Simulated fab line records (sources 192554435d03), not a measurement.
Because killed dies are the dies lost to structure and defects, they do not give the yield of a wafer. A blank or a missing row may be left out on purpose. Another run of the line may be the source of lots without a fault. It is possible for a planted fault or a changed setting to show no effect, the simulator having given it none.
fab line records + flow n5_finfet
[record]
- lots = 4
- wafers = 12
- last_day = 15
route steps=1938 shown MOL_CONTACT_COAG@625 BEOL_M0_SAQP@632 BEOL_M4@1111 PASSIVATION@1936
lots with no fault: from the same line, run without faults
start_h: hours from the record's opening day to when the first of the lot's shown wafers began + wait_h: time in hours since the lot's previous step + " as in the row above + L1.1+2: one row covering several wafers at once + - either no value or no given start + * or withheld: withheld + < > ~ a bound
route shown NAME@n: a module of which the file shows steps, and the number in the route of the first + usual: mean and standard deviation over wafers with no fault + same: alike in all rows + chamber/n: place in a boat + sites: per-site readings + _std_site: their standard deviation + _edge_site: inner sites' mean taken away from outer sites' mean + radius_mm: how far each site lies from the wafer's centre + mask NAME#n: copy n + behind: the tool/chamber that last shaped the wafer + hold: what put the lot on hold/how long, in hours/how the hold closed + device: whichever transistor did not switch (one of n, p or np) + end of line: tests run on the same wafers once the route is complete + a step given without rows: its recipe and nothing more + killed: dies that structure and defects cost at the first sort, which is not the same as the wafer's yield + map: a wafer's dies, marking killed ones x, the rest . and places with no die _
set.NAME: setting as actually run; set.NAME@STEP: the setting as run at that earlier step + model.NAME: the simulator's own value behind a step, which no gauge read
certain route steps with their lots: each step a table, each wafer a row
services: when a tool's chamber went out of use (start_h, in hours from the record's first day, below 0 if earlier), for how many hours, and the reason
[[steps]]
[step N5_MOL_CONTACT_COAG_PRECLEAN_127]
[recipe]
- chemistry = DIW
- time_s = 57.5
- temp_c = 23
[step N5_MOL_CONTACT_COAG_SRD_128]
[recipe]
- dry_time_s = 32
- dry = n2_spin
- spin_rpm = 1500
[step N5_MOL_CONTACT_COAG_CMP_52]
[recipe]
- stop_on = SiO2
- t_overpolish_s = 1.5
- post_cmp_clean = w_dilute_nh4oh
- down_force_psi = 4
- platen_rpm = 50.289
- pad_velocity_m_s = 1.0006
- target_thk_nm = 66.5
[step N5_MOL_CONTACT_COAG_ANNEAL_112]
[recipe]
- temp_c = 400
- time_s = 1800
- ambient = HPD2
- pressure_atm = 10
[step N5_BEOL_M0_SAQP_PECVD_00]
[recipe]
- material = SiCN
- target_thk_a = 80
- temp_c = withheld
- precursor = 3MS/NH3
- pressure_torr = 3
- rf_w = 202
- time_s = 14
[step N5_BEOL_M0_SAQP_ILD_DEP_01]
[recipe]
- material = SiOC
- target_thk_a = 454.19
- temp_c = 350
- precursor = DEMS/O2
- pressure_torr = 5
- rf_w = 500
- time_s = 8.7
[step N5_BEOL_M0_SAQP_HM_DEP_02]
[recipe]
- material = TiN
- target_thk_a = 120
- temp_c = 25
- chamber_pressure_pa = 0.49996
[step N5_BEOL_M0_SAQP_PECVD_03]
[recipe]
- material = SiCN
- target_thk_a = 120
- temp_c = withheld
- precursor = 3MS/NH3
- pressure_torr = 3
- rf_w = 202
- time_s = 21.1
[step N5_BEOL_M0_SAQP_PECVD_96]
[recipe]
- material = a-Si
- target_thk_a = 450
- temp_c = 350
- precursor = SiH4/He
- pressure_torr = 3
- rf_w = 100
- time_s = 45.2
[step N5_BEOL_M0_SAQP_PECVD_97]
[recipe]
- material = SiNx
- target_thk_a = 230
- temp_c = 350
- precursor = SiH4/NH3/N2
- pressure_torr = 1.5
- rf_w = 300
- time_s = 19.9
[usual]
- heater_power_w = 570/73
- showerhead_plenum_p_Torr = 5.14/0.083
- throttle_valve_pct = 39.7/2.4
| lot.wafer | tool     | chamber | start_h | wait_h | heater_power_w | showerhead_plenum_p_Torr | throttle_valve_pct | model.SiNx_of_BEOL_M0_SAQP_PECVD_97.thk_nm |
|-----------|----------|---------|---------|--------|----------------|--------------------------|--------------------|--------------------------------------------|
| L671.3    | pecvd-01 | 1       | 147.86  | 0.0    | 513            | 5.12                     | 38.3               | 22.6                                       |
| L671.4    | "        | 1       | "       | "      | 521            | 5.13                     | 38.4               | 22.8                                       |
| L671.6    | "        | 0       | "       | "      | 576            | 5.23                     | 40.0               | 23                                         |
| L672.1    | pecvd-04 | 1       | 154.59  | 0.0    | 756            | 5.19                     | 40.5               | 23                                         |
| L672.5    | "        | 0       | "       | "      | 633            | 5.26                     | 41.3               | 23.8                                       |
| L672.6    | "        | 1       | "       | "      | 768            | 5.20                     | 40.3               | 23.2                                       |
| L679.2    | pecvd-04 | 2       | 197.99  | 0.0    | 633            | 5.09                     | 46.3               | 22.8                                       |
| L679.3    | "        | 1       | "       | "      | 746            | 5.20                     | 40.1               | 23                                         |
| L679.5    | "        | 1       | "       | "      | 736            | 5.21                     | 40.6               | 33                                         |
| L680.3    | pecvd-04 | 2       | 201.70  | 0.0    | 651            | 5.10                     | 46.2               | 23.2                                       |
| L680.5    | "        | 1       | "       | "      | 689            | 5.19                     | 40.3               | 33.2                                       |
| L680.6    | "        | 2       | "       | "      | 669            | 5.08                     | 46.0               | 33.4                                       |
[step N5_BEOL_M0_SAQP_PECVD_04]
[recipe]
- material = a-Si
- target_thk_a = 600
- temp_c = 350
- precursor = SiH4/He
- pressure_torr = 3
- rf_w = 100
- time_s = 60.2
[step N5_BEOL_M0_SAQP_HM_DEP_111]
[recipe]
- material = SiO2
- target_thk_a = 120
- temp_c = 400
- precursor = SiH4/N2O
- pressure_torr = 0.75
- rf_w = 275
- time_s = 7.2
[step N5_BEOL_M0_SAQP_COAT_81]
[recipe]
- resist = SOC
- temp_c = 250
- time_s = 60
- spin_rpm = 1500
- resist_thk_nm = 100
[step N5_BEOL_M0_SAQP_COAT_82]
[recipe]
- resist = SiARC
- temp_c = 220
- time_s = 60
- spin_rpm = 1500
- resist_thk_nm = 30
[step N5_BEOL_M0_SAQP_COAT_08]
[recipe]
- resist = CAR-ArF
- spin_rpm = 1500
- resist_thk_nm = 90
[step N5_BEOL_M0_SAQP_EBR_10]
[recipe]
- solvent = PGMEA
- ebr_width_mm = 1.5
[step N5_BEOL_M0_SAQP_SOFTBAKE_09]
[recipe]
- temp_c = 110
- time_s = 60
- resist = CAR-ArF
[step N5_BEOL_M0_SAQP_EXPOSE_11]
[recipe]
- mask_id = M0_CORE
- na = 1.35
- source_shape = dipole
- sigma_inner = 0.538
- sigma_outer = 0.738
- polarization = te
- target_cd_nm = 42
- dose_mj = 55
[step N5_BEOL_M0_SAQP_PEB_12]
[recipe]
- peb_temp_c = withheld
- peb_time_s = 60
- resist = CAR-ArF
[step N5_BEOL_M0_SAQP_DEVELOP_13]
[recipe]
- develop_time_s = 30
- developer = TMAH
- resist = CAR-ArF
- dev_temp_c = 23
- rinse_liquid = diw
- dry = air_spin
[step N5_BEOL_M0_SAQP_DESCUM_19]
[recipe]
- chemistry = O2
- time_s = 7.9
- source_power_w = 50
- bias_power_w = 20
- pressure_mtorr = 20
- rf_frequency_hz = 2.712e+07
- temp_c = 40
- resist = CAR-ArF
- o2_flow_sccm = 225
[step N5_BEOL_M0_SAQP_ETCH_83]
[recipe]
- chemistry = CF4
- target = SiARC
- target_depth_a = 390
- mask_material = CAR-ArF
- time_s = 65
- ion_energy_ev = 80
- pressure_mtorr = 40
- source_w = 545
- bias_w = 36
- Ar_flow_sccm = 100
- cf4_flow_sccm = 100
- ends = cleared
[step N5_BEOL_M0_SAQP_ETCH_84]
[recipe]
- chemistry = N2/H2
- target = SOC
- target_depth_a = 1000
- overetch_a = 200
- mask_material = SiARC
- temp_c = 40
- time_s = 150
- ion_energy_ev = 200
- pressure_mtorr = 30
- source_w = 840
- bias_w = 150
- n2_flow_sccm = 200
- h2_flow_sccm = 200
[step N5_BEOL_M0_SAQP_STRIP_80]
[recipe]
- chemistry = N2/H2
- temp_c = 40
- n2_flow_sccm = 200
- h2_flow_sccm = 200
- rf_frequency_hz = 6e+07
[step N5_BEOL_M0_SAQP_HM_OPEN_112]
[recipe]
- chemistry = CHF3/O2
- target = SiO2
- stop_on = a-Si
- target_depth_a = 120
- over_etch_frac = 1.25
- mask_material = SOC
- time_s = 13.5
- pressure_mtorr = 30
- source_w = 650
- bias_w = 170
- Ar_flow_sccm = 200
- CHF3_flow_sccm = 50
- O2_flow_sccm = 5
- ion_energy_ev = 200
- ends = end_point
[step N5_BEOL_M0_SAQP_STRIP_113]
[recipe]
- chemistry = CHF3/O2
- resist = SiARC
- rf_frequency_hz = 6e+07
[step N5_BEOL_M0_SAQP_MANDREL_ETCH_20]
[recipe]
- target_depth_a = 600
- chemistry = HBr/Cl2
- target = a-Si
- stop_on = SiNx
- bt_time_s = 10
- mask_material = SOC
- over_etch_frac = 0.5
- time_s = 30
- pressure_mtorr = 10
- icp_w = 800
- bias_w = 75
- HBr_flow_sccm = 150
- Cl2_flow_sccm = 80
- ends = end_point
[step N5_BEOL_M0_SAQP_STRIP_86]
[recipe]
- chemistry = N2/H2
- power_w = 500
- temp_c = 40
- pressure_mtorr = 50
- rf_frequency_hz = 6e+07
- overash_fraction = 0.3
- bias_power_w = 28
- h2_frac = 0.5
- n2_flow_sccm = 300
- h2_flow_sccm = 300
[step N5_BEOL_M0_SAQP_STRIP_115]
[recipe]
- chemistry = post_etch_residue_remover
- time_s = 60
- temp_c = 25
- remover_ph = withheld
- remover_water_wt_pct = withheld
- remover_fluoride_wt_pct = withheld
[step N5_BEOL_M0_SAQP_SRD_93]
[recipe]
- dry = ipa_marangoni
- time_s = 30
- temp_c = 23
- rinse_liquid = diw
[step N5_BEOL_M0_SAQP_RECESS_114]
[recipe]
- chemistry = HF/NH3
- target = SiO2
- target_depth_a = 144
- afs_cycles = 3
- temp_c = 30
- sublimation_temp_c = 180
- sublimation_time_s = 60
[step N5_BEOL_M0_SAQP_SPACER1_ALD_98]
[recipe]
- material = SiO2
- target_thk_a = 128
- temp_c = 300
- ald_precursor_family = BDEAS
- ald_co_reactant = O2-plasma
- pulse_time_s = 1
- purge_time_s = 2
- co_reactant_purge_time_s = 2
- ald_cycles = 138
- pressure_torr = 2
[step N5_BEOL_M0_SAQP_SPACER1_ETCHBACK_99]
[recipe]
- chemistry = CHF3/O2
- mode = anisotropic_etchback
- target = SiO2
- target_depth_a = 154
- time_s = 7.7
- pressure_mtorr = 30
- source_w = 650
- bias_w = 170
- Ar_flow_sccm = 200
- CHF3_flow_sccm = 50
- O2_flow_sccm = 5
- ion_energy_ev = 200
[step N5_BEOL_M0_SAQP_MANDREL1_REMOVE_100]
[recipe]
- chemistry = HBr/Cl2/O2
- bt_time_s = 10
- target = a-Si
- stop_on = SiNx
- endpoint = OES-SiCl
- over_etch_frac = 0.85
- icp_w = 600
- bias_w = 30
- HBr_flow_sccm = 150
- Cl2_flow_sccm = 80
- O2_flow_sccm = 5
- pressure_mtorr = 10
[step N5_BEOL_M0_SAQP_ETCH_106]
[recipe]
- chemistry = N2/H2
- target = SOC
- target_depth_a = 1500
- stop_on = SiNx
- ion_energy_ev = 100
- bias_w = 61
- pressure_mtorr = 30
- source_w = 850
- n2_flow_sccm = 200
- h2_flow_sccm = 200
[usual]
- drypump_motor_current_A = 5.9/0.46
- oes_product_au = 0.79/0.085
- rf_vpp_V = 240.8/1.6
- showerhead_plenum_p_Torr = 2.56/0.095
- throttle_valve_pct = 17.87/0.27
| lot.wafer | tool        | chamber | start_h | wait_h | drypump_motor_current_A | oes_product_au | rf_hours_counter_h | rf_vpp_V | showerhead_plenum_p_Torr | throttle_valve_pct | model.SiNx_of_BEOL_M0_SAQP_PECVD_97.thk_nm |
|-----------|-------------|---------|---------|--------|-------------------------|----------------|--------------------|----------|--------------------------|--------------------|--------------------------------------------|
| L671.3    | rie_diel-06 | 2       | 151.55  | -      | 5.2                     | 0.89           | 34                 | 239.4    | 2.58                     | 17.72              | 14.8                                       |
| L671.4    | "           | 1       | "       | "      | 6.2                     | 0.93           | 13                 | 240.5    | 2.59                     | 17.41              | 15                                         |
| L671.6    | "           | 1       | "       | "      | 6.2                     | 0.92           | -                  | 241.5    | 2.59                     | 17.41              | 15.2                                       |
| L672.1    | rie_diel-02 | 3       | 158.24  | -      | 5.6                     | 0.98           | 1                  | 242.9    | 2.72                     | 17.55              | 15.2                                       |
| L672.5    | "           | 0       | "       | "      | 6.0                     | 0.83           | -                  | 241.0    | 2.69                     | 17.45              | 16                                         |
| L672.6    | "           | 1       | "       | "      | 6.3                     | 0.75           | -                  | 242.4    | 2.66                     | 17.47              | 15.4                                       |
| L679.2    | rie_diel-02 | 2       | 201.30  | -      | 6.2                     | 0.73           | 196                | 238.7    | 2.42                     | 18.20              | 15                                         |
| L679.3    | "           | 3       | "       | "      | 5.6                     | 0.92           | 16                 | 242.9    | 2.71                     | 17.58              | 15.2                                       |
| L679.5    | "           | 3       | "       | "      | 5.6                     | 0.92           | -                  | 240.4    | 2.71                     | 17.59              | 25.2                                       |
| L680.3    | rie_diel-02 | 2       | 204.92  | -      | 6.2                     | 0.72           | 196                | 238.5    | 2.42                     | 18.21              | 15.4                                       |
| L680.5    | "           | 2       | "       | "      | 6.2                     | 0.73           | -                  | 240.1    | 2.42                     | 18.22              | 25.6                                       |
| L680.6    | "           | 3       | "       | "      | 5.6                     | 0.91           | -                  | 242.6    | 2.71                     | 17.58              | 25.8                                       |
[step N5_BEOL_M4_RC_MEAS_101]
[usual]
- DIBL_N = 36.3/1.2
- DIBL_P = 36.1/1.6
- IOFF_N = 0.161/0.023
- IOFF_P = 0.209/0.027
- ION_N = 676/8.9
- ION_P = 462/5.3
- SS_N = 71.5/0.51
- SS_P = 73.2/0.5
- VT_N = 249.1/2.5
- VT_P = -249.9/2.8
| lot.wafer | tool      | chamber | start_h | wait_h | DIBL_N[mV/V] | DIBL_P[mV/V] | IOFF_N[nA/um] | IOFF_P[nA/um] | ION_N[uA/um] | ION_P[uA/um] | SS_N[mV/dec] | SS_P[mV/dec] | VT_N[mV] | VT_P[mV] |
|-----------|-----------|---------|---------|--------|--------------|--------------|---------------|---------------|--------------|--------------|--------------|--------------|----------|----------|
| L671.3    | prober-02 | 0       | 204.96  | 0.3    | 36.2         | 36.6         | 0.165         | 0.220         | 679          | 465          | 71.8         | 72.8         | 248.8    | -249.8   |
| L671.4    | "         | 0       | "       | "      | 34.9         | 35.5         | 0.151         | 0.207         | 682          | 464          | 71.8         | 73.6         | 249.9    | -249.1   |
| L671.6    | "         | 0       | "       | "      | 36.3         | 36.9         | 0.170         | 0.227         | 682          | 470          | 71.9         | 72.8         | 249.5    | -247.8   |
| L672.1    | prober-01 | 0       | 211.73  | 0.0    | 34.9         | 35.9         | 0.141         | 0.178         | 677          | 457          | 71.6         | 73.8         | 249.3    | -254.8   |
| L672.5    | "         | 0       | "       | "      | 34.5         | 35.5         | 0.138         | 0.172         | 679          | 455          | 70.4         | 72.8         | 250.1    | -253.9   |
| L672.6    | "         | 0       | "       | "      | 35.1         | 36.0         | 0.145         | 0.176         | 686          | 466          | 71.4         | 72.9         | 249.1    | -252.3   |
| L680.3    | prober-02 | 0       | 249.34  | 0.3    | 36.2         | 36.4         | 0.166         | 0.206         | 669          | 459          | 71.3         | 73.2         | 250.0    | -250.2   |
| L679.2    | prober-02 | 0       | 255.40  | 0.2    | 37.6         | 37.7         | 0.207         | 0.212         | 692          | 462          | 71.4         | 73.6         | 242.1    | -253.8   |
| L679.3    | "         | 0       | "       | "      | 36.2         | 37.0         | 0.164         | 0.195         | 668          | 455          | 70.7         | 73.3         | 247.9    | -252.8   |
[step N5_PASSIVATION_PROBE_49]
[usual]
- defect_limited_yield = 91.3/1.5
- killed_at_M0_to_M3 = 35/10
- killed_at_M4_up = 13/5.3
- killed_at_contacts = 12/5.7
- killed_at_front_end = 39/11
- killed_at_other = 3.3/2.7
- killed_dies = 102/18
- killed_on_rim = 13/4
- killed_open = 67/13
- killed_short = 34/7.8
- sort_bin_5_function = 5.1/1
- sort_bin_6_memory = 3.3/0.68
- sort_n_pass = 1078/18
- sort_yield_pct = 91.3/1.5
[same]
- gross_dies = 1180
- killed_at_back_side = 0
- sort_bin_4_leakage[%] = 0
- sort_bin_8_speed[%] = 0
| lot.wafer | tool      | chamber | start_h | wait_h | defect_limited_yield[%] | killed_at_M0_to_M3 | killed_at_M4_up | killed_at_contacts | killed_at_front_end | killed_at_other | killed_dies | killed_on_rim | killed_open | killed_short | sort_bin_5_function[%] | sort_bin_6_memory[%] | sort_n_pass | sort_yield_pct[%] |
|-----------|-----------|---------|---------|--------|-------------------------|--------------------|-----------------|--------------------|---------------------|-----------------|-------------|---------------|-------------|--------------|------------------------|----------------------|-------------|-------------------|
| L680.5    | prober-02 | -       | 356.91  | 0.2    | 0                       | 1114               | 4               | 18                 | 42                  | 2               | 1180        | 152           | 60          | 29           | 4.4                    | 3.1                  | 0           | 0                 |
| L680.6    | prober-02 | -       | 356.96  | 0.3    | 0                       | 1107               | 15              | 9                  | 49                  | 0               | 1180        | 152           | 78          | 47           | 6.4                    | 3.8                  | 0           | 0                 |
| L679.5    | prober-02 | -       | 358.98  | 0.5    | 0                       | 1103               | 23              | 20                 | 34                  | 0               | 1180        | 152           | 76          | 48           | 6.7                    | 3.7                  | 0           | 0                 |
// killed by level:class
L680.5 BEOL_M0_SAQP:area_pecvd=1090 MOL_CONTACT_COAG:geometric_particle:open=13 STI_FIN_REVEAL:geometric_particle:open=11 FIN_SAQP:geometric_particle:short=9 BEOL_M3:geometric_particle:open=6 BEOL_M1:geometric_particle:open=6 GATE_CUT:geometric_particle:open=5 MOL_CONTACT_COAG:geometric_particle:short=5
L680.6 BEOL_M0_SAQP:area_pecvd=1055 BEOL_M2:geometric_particle:open=18 FIN_SAQP:geometric_particle:short=12 BEOL_M3:geometric_particle:open=8 BEOL_M1:geometric_particle:open=7 GATE_CUT:geometric_particle:short=7 FIN_SAQP:geometric_particle:open=6 MOL_CONTACT_COAG:geometric_particle:open=6
L679.5 BEOL_M0_SAQP:area_pecvd=1056 MOL_CONTACT_COAG:geometric_particle:open=16 FIN_SAQP:geometric_particle:short=13 BEOL_M0_SAQP:geometric_particle:short=10 BEOL_M0:geometric_particle:open=9 BEOL_M1:geometric_particle:open=8 BEOL_M4:geometric_particle:open=7 FIN_SAQP:geometric_particle:open=6
// map L679.5 (x killed, . not)
_________________xxxxxxxxxxxx________________
______________xxxxxxxxxxxxxxxxxx_____________
___________xxxxxxxxxxxxxxxxxxxxxxxx__________
__________xxxxxxxxxxxxxxxxxxxxxxxxxx_________
________xxxxxxxxxxxxxxxxxxxxxxxxxxxxxx_______
_______xxxxxxxxxxxxxxxxxxxxxxxxxxxxxxxx______
______xxxxxxxxxxxxxxxxxxxxxxxxxxxxxxxxxx_____
_____xxxxxxxxxxxxxxxxxxxxxxxxxxxxxxxxxxxx____
____xxxxxxxxxxxxxxxxxxxxxxxxxxxxxxxxxxxxxx___
___xxxxxxxxxxxxxxxxxxxxxxxxxxxxxxxxxxxxxxxx__
___xxxxxxxxxxxxxxxxxxxxxxxxxxxxxxxxxxxxxxxx__
__xxxxxxxxxxxxxxxxxxxxxxxxxxxxxxxxxxxxxxxxxx_
__xxxxxxxxxxxxxxxxxxxxxxxxxxxxxxxxxxxxxxxxxx_
_xxxxxxxxxxxxxxxxxxxxxxxxxxxxxxxxxxxxxxxxxxxx
_xxxxxxxxxxxxxxxxxxxxxxxxxxxxxxxxxxxxxxxxxxxx
_xxxxxxxxxxxxxxxxxxxxxxxxxxxxxxxxxxxxxxxxxxxx
_xxxxxxxxxxxxxxxxxxxxxxxxxxxxxxxxxxxxxxxxxxxx
_xxxxxxxxxxxxxxxxxxxxxxxxxxxxxxxxxxxxxxxxxxxx
_xxxxxxxxxxxxxxxxxxxxxxxxxxxxxxxxxxxxxxxxxxxx
_xxxxxxxxxxxxxxxxxxxxxxxxxxxxxxxxxxxxxxxxxxxx
_xxxxxxxxxxxxxxxxxxxxxxxxxxxxxxxxxxxxxxxxxxxx
__xxxxxxxxxxxxxxxxxxxxxxxxxxxxxxxxxxxxxxxxxx_
__xxxxxxxxxxxxxxxxxxxxxxxxxxxxxxxxxxxxxxxxxx_
___xxxxxxxxxxxxxxxxxxxxxxxxxxxxxxxxxxxxxxxx__
___xxxxxxxxxxxxxxxxxxxxxxxxxxxxxxxxxxxxxxxx__
____xxxxxxxxxxxxxxxxxxxxxxxxxxxxxxxxxxxxxx___
_____xxxxxxxxxxxxxxxxxxxxxxxxxxxxxxxxxxxx____
______xxxxxxxxxxxxxxxxxxxxxxxxxxxxxxxxxx_____
_______xxxxxxxxxxxxxxxxxxxxxxxxxxxxxxxx______
________xxxxxxxxxxxxxxxxxxxxxxxxxxxxxx_______
__________xxxxxxxxxxxxxxxxxxxxxxxxxx_________
___________xxxxxxxxxxxxxxxxxxxxxxxx__________
______________xxxxxxxxxxxxxxxxxx_____________
_________________xxxxxxxxxxxx________________
// map L680.5 (x killed, . not)
_________________xxxxxxxxxxxx________________
______________xxxxxxxxxxxxxxxxxx_____________
___________xxxxxxxxxxxxxxxxxxxxxxxx__________
__________xxxxxxxxxxxxxxxxxxxxxxxxxx_________
________xxxxxxxxxxxxxxxxxxxxxxxxxxxxxx_______
_______xxxxxxxxxxxxxxxxxxxxxxxxxxxxxxxx______
______xxxxxxxxxxxxxxxxxxxxxxxxxxxxxxxxxx_____
_____xxxxxxxxxxxxxxxxxxxxxxxxxxxxxxxxxxxx____
____xxxxxxxxxxxxxxxxxxxxxxxxxxxxxxxxxxxxxx___
___xxxxxxxxxxxxxxxxxxxxxxxxxxxxxxxxxxxxxxxx__
___xxxxxxxxxxxxxxxxxxxxxxxxxxxxxxxxxxxxxxxx__
__xxxxxxxxxxxxxxxxxxxxxxxxxxxxxxxxxxxxxxxxxx_
__xxxxxxxxxxxxxxxxxxxxxxxxxxxxxxxxxxxxxxxxxx_
_xxxxxxxxxxxxxxxxxxxxxxxxxxxxxxxxxxxxxxxxxxxx
_xxxxxxxxxxxxxxxxxxxxxxxxxxxxxxxxxxxxxxxxxxxx
_xxxxxxxxxxxxxxxxxxxxxxxxxxxxxxxxxxxxxxxxxxxx
_xxxxxxxxxxxxxxxxxxxxxxxxxxxxxxxxxxxxxxxxxxxx
_xxxxxxxxxxxxxxxxxxxxxxxxxxxxxxxxxxxxxxxxxxxx
_xxxxxxxxxxxxxxxxxxxxxxxxxxxxxxxxxxxxxxxxxxxx
_xxxxxxxxxxxxxxxxxxxxxxxxxxxxxxxxxxxxxxxxxxxx
_xxxxxxxxxxxxxxxxxxxxxxxxxxxxxxxxxxxxxxxxxxxx
__xxxxxxxxxxxxxxxxxxxxxxxxxxxxxxxxxxxxxxxxxx_
__xxxxxxxxxxxxxxxxxxxxxxxxxxxxxxxxxxxxxxxxxx_
___xxxxxxxxxxxxxxxxxxxxxxxxxxxxxxxxxxxxxxxx__
___xxxxxxxxxxxxxxxxxxxxxxxxxxxxxxxxxxxxxxxx__
____xxxxxxxxxxxxxxxxxxxxxxxxxxxxxxxxxxxxxx___
_____xxxxxxxxxxxxxxxxxxxxxxxxxxxxxxxxxxxx____
______xxxxxxxxxxxxxxxxxxxxxxxxxxxxxxxxxx_____
_______xxxxxxxxxxxxxxxxxxxxxxxxxxxxxxxx______
________xxxxxxxxxxxxxxxxxxxxxxxxxxxxxx_______
__________xxxxxxxxxxxxxxxxxxxxxxxxxx_________
___________xxxxxxxxxxxxxxxxxxxxxxxx__________
______________xxxxxxxxxxxxxxxxxx_____________
_________________xxxxxxxxxxxx________________
[[services]]
| tool        | chamber | start_h | hours | kind                          |
|-------------|---------|---------|-------|-------------------------------|
| rie_diel-02 | 3       | 129.56  | -     | clean                         |
| rie_diel-02 | 3       | 129.56  | -     | consumable_replace:focus_ring |
| rie_diel-02 | 3       | 129.56  | -     | consumable_replace:showerhead |
| rie_diel-02 | 3       | 129.56  | 23.7  | scheduled_down                |
| rie_diel-02 | 3       | 129.56  | 23.7  | vent_cycle                    |
| rie_diel-02 | 3       | 153.75  | 1.5   | repair                        |
| pecvd-04    | 0       | 172.81  | 5.5   | scheduled_down                |
| rie_diel-06 | -       | 179.18  | 14.6  | pm                            |
| pecvd-04    | 0       | 184.52  | 2.1   | scheduled_down                |
| pecvd-01    | -       | 195.64  | 14.6  | pm                            |
| rie_diel-02 | 0       | 201.01  | 9.1   | repair                        |
| pecvd-04    | 2       | 202.39  | -     | clean                         |
| pecvd-04    | 2       | 202.39  | -     | consumable_replace:showerhead |
| pecvd-04    | 2       | 202.39  | 29.0  | scheduled_down                |
| pecvd-04    | 2       | 202.39  | 29.0  | vent_cycle                    |
[[key]]
[first_sign]
- step = N5_PASSIVATION_PROBE_49
- reading = killed_at_M0_to_M3
- direction = up
- sigmas = 99+
- usual = 35
- struck = 1108
[effect]
- step = N5_PASSIVATION_PROBE_49
- reading = killed_dies
- direction = up
- sigmas = 60
- usual = 102
- struck = 1180
[model_effect]
- step = N5_BEOL_M0_SAQP_PECVD_97
- value = SiNx_of_BEOL_M0_SAQP_PECVD_97.thk_nm
- without = 23.33
- struck = 33.2
[model_effect]
- step = N5_BEOL_M0_SAQP_ETCH_106
- value = SiNx_of_BEOL_M0_SAQP_PECVD_97.thk_nm
- without = 15.67
- struck = 25.53
[more_kills_born_at]
- N5_BEOL_M0_SAQP_PECVD_97@pecvd-04 = 3201
met_at N5_BEOL_M0_SAQP_PECVD_97
struck_wafers L679.5,L680.5,L680.6
later_rows_left_out L679.5,L680.5,L680.6
onset_between 154.59 197.99
[fault]
- kind = process_parameter_drift
- tool = pecvd-04
- chamber = -
- onset_h = 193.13
- steps = N5_BEOL_M0_SAQP_PECVD_97
- channel = time_s
- offset = *
- shape = step
- end_h = 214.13
- scope = struck_wafers_only
- acts_in = *
- stated = *
// later_rows_left_out: the simulator's readings of these wafers behind a module that went badly wrong aren't trusted and aren't shown, but for the sort
